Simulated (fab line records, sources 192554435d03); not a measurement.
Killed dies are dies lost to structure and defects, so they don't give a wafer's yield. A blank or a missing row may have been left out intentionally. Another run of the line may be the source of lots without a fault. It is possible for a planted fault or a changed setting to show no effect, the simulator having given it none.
Split-lot experiment :: flow n5-finfet :: 21 wafers read across 7 lots, on a route 1938 steps long

== SPLIT DETAILS ==
At N5_BEOL_M15_SPUTTER_44 (material Ta, target thk 15 nm, time 24.19 s), the setting power-w was moved away from the recipe's 15000 W on 7 of the 21 wafers read, by -11.1% to +15.6%. For the rest of the wafers, this setting stayed at what the recipe calls for.

The split's own step is where the reading is taken.

== THE READING ==
Ta_of_BEOL_M15_SPUTTER_44.thk-nm (the simulator's own value, which no gauge read), in nm, at N5_BEOL_M15_SPUTTER_44 (material Ta, target thk 15 nm, time 24.19 s). No usual value for it is given in the file. Average 14.9 nm, standard deviation 0.2 nm, over the 14 wafers here run with the recipe.

wafer: L079.1
tool, chamber at the split: pvd-sputter-01, -
power-w as run, W: 15000
against the recipe: recipe
Ta_of_BEOL_M15_SPUTTER_44.thk-nm, nm: 14.8
against lot-mates on the recipe: -

wafer: L079.3
tool, chamber at the split: pvd-sputter-01, -
power-w as run, W: 15000
against the recipe: recipe
Ta_of_BEOL_M15_SPUTTER_44.thk-nm, nm: 14.8
against lot-mates on the recipe: -

wafer: L079.5
tool, chamber at the split: pvd-sputter-01, -
power-w as run, W: 15000
against the recipe: recipe
Ta_of_BEOL_M15_SPUTTER_44.thk-nm, nm: 14.8
against lot-mates on the recipe: -

wafer: L082.2
tool, chamber at the split: pvd-sputter-03, -
power-w as run, W: 15000
against the recipe: recipe
Ta_of_BEOL_M15_SPUTTER_44.thk-nm, nm: 15
against lot-mates on the recipe: -

wafer: L082.4
tool, chamber at the split: pvd-sputter-03, -
power-w as run, W: 15000
against the recipe: recipe
Ta_of_BEOL_M15_SPUTTER_44.thk-nm, nm: 15.2
against lot-mates on the recipe: -

wafer: L082.5
tool, chamber at the split: pvd-sputter-03, -
power-w as run, W: 15000
against the recipe: recipe
Ta_of_BEOL_M15_SPUTTER_44.thk-nm, nm: 15.2
against lot-mates on the recipe: -

wafer: L087.1
tool, chamber at the split: pvd-sputter-03, -
power-w as run, W: 15000
against the recipe: recipe
Ta_of_BEOL_M15_SPUTTER_44.thk-nm, nm: 15
against lot-mates on the recipe: -

wafer: L087.3
tool, chamber at the split: pvd-sputter-03, -
power-w as run, W: 15690
against the recipe: +4.6%
Ta_of_BEOL_M15_SPUTTER_44.thk-nm, nm: 15.6
against lot-mates on the recipe: +0.6

wafer: L087.4
tool, chamber at the split: pvd-sputter-03, -
power-w as run, W: 15690
against the recipe: +4.6%
Ta_of_BEOL_M15_SPUTTER_44.thk-nm, nm: 15.6
against lot-mates on the recipe: +0.6

wafer: L093.1
tool, chamber at the split: pvd-sputter-03, -
power-w as run, W: 15000
against the recipe: recipe
Ta_of_BEOL_M15_SPUTTER_44.thk-nm, nm: 15
against lot-mates on the recipe: -

wafer: L093.2
tool, chamber at the split: pvd-sputter-03, -
power-w as run, W: 15000
against the recipe: recipe
Ta_of_BEOL_M15_SPUTTER_44.thk-nm, nm: 14.8
against lot-mates on the recipe: -

wafer: L093.4
tool, chamber at the split: pvd-sputter-03, -
power-w as run, W: 15000
against the recipe: recipe
Ta_of_BEOL_M15_SPUTTER_44.thk-nm, nm: 14.8
against lot-mates on the recipe: -

wafer: L091.3
tool, chamber at the split: pvd-sputter-03, -
power-w as run, W: 17340
against the recipe: +15.6%
Ta_of_BEOL_M15_SPUTTER_44.thk-nm, nm: 17.4
against lot-mates on the recipe: +2.4

wafer: L091.4
tool, chamber at the split: pvd-sputter-03, -
power-w as run, W: 17340
against the recipe: +15.6%
Ta_of_BEOL_M15_SPUTTER_44.thk-nm, nm: 17.4
against lot-mates on the recipe: +2.4

wafer: L091.5
tool, chamber at the split: pvd-sputter-03, -
power-w as run, W: 15000
against the recipe: recipe
Ta_of_BEOL_M15_SPUTTER_44.thk-nm, nm: 15
against lot-mates on the recipe: -

wafer: L094.1
tool, chamber at the split: pvd-sputter-03, -
power-w as run, W: 13330
against the recipe: -11.1%
Ta_of_BEOL_M15_SPUTTER_44.thk-nm, nm: 13.6
against lot-mates on the recipe: -1.6

wafer: L094.6
tool, chamber at the split: pvd-sputter-03, -
power-w as run, W: 13330
against the recipe: -11.1%
Ta_of_BEOL_M15_SPUTTER_44.thk-nm, nm: 13.6
against lot-mates on the recipe: -1.6

wafer: L094.2
tool, chamber at the split: pvd-sputter-03, -
power-w as run, W: 15000
against the recipe: recipe
Ta_of_BEOL_M15_SPUTTER_44.thk-nm, nm: 15.2
against lot-mates on the recipe: -

wafer: L096.2
tool, chamber at the split: pvd-sputter-03, -
power-w as run, W: 15000
against the recipe: recipe
Ta_of_BEOL_M15_SPUTTER_44.thk-nm, nm: 14.6
against lot-mates on the recipe: -

wafer: L096.5
tool, chamber at the split: pvd-sputter-03, -
power-w as run, W: 15000
against the recipe: recipe
Ta_of_BEOL_M15_SPUTTER_44.thk-nm, nm: 14.6
against lot-mates on the recipe: -

wafer: L096.4
tool, chamber at the split: pvd-sputter-03, -
power-w as run, W: 13580
against the recipe: -9.5%
Ta_of_BEOL_M15_SPUTTER_44.thk-nm, nm: 13.4
against lot-mates on the recipe: -1.2

FIT RESULTS
A straight line over all 21 wafers: Ta_of_BEOL_M15_SPUTTER_44.thk-nm changes by +0.147 nm for each +1% of power-w; r = +0.98; the points scatter about the line by 0.2 nm.
The same after taking each lot's own level away (the mean of its wafers on the recipe; 21 wafers): +0.147 nm for each +1%; r = +1.00; scatter 0.08 nm.
On that fit, the largest move of power-w shifts the reading by 2.3 nm.
From 14.60 to 15.20 nm: that is the span of the lots' own levels, equal to 3.1 times the standard deviation above.
The two slopes agree, so the slope changes little with the lot-to-lot level.
Check: for one of the wafers moved furthest among these (+15.6%), held out of the fit, the line's prediction against its lot-mates is +2.26 nm. It came out at +2.4 nm against them.

== FILE'S OWN FIT ==
Ta_of_BEOL_M15_SPUTTER_44.thk-nm changes by +0.145 nm for each +1% of power-w, r = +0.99.
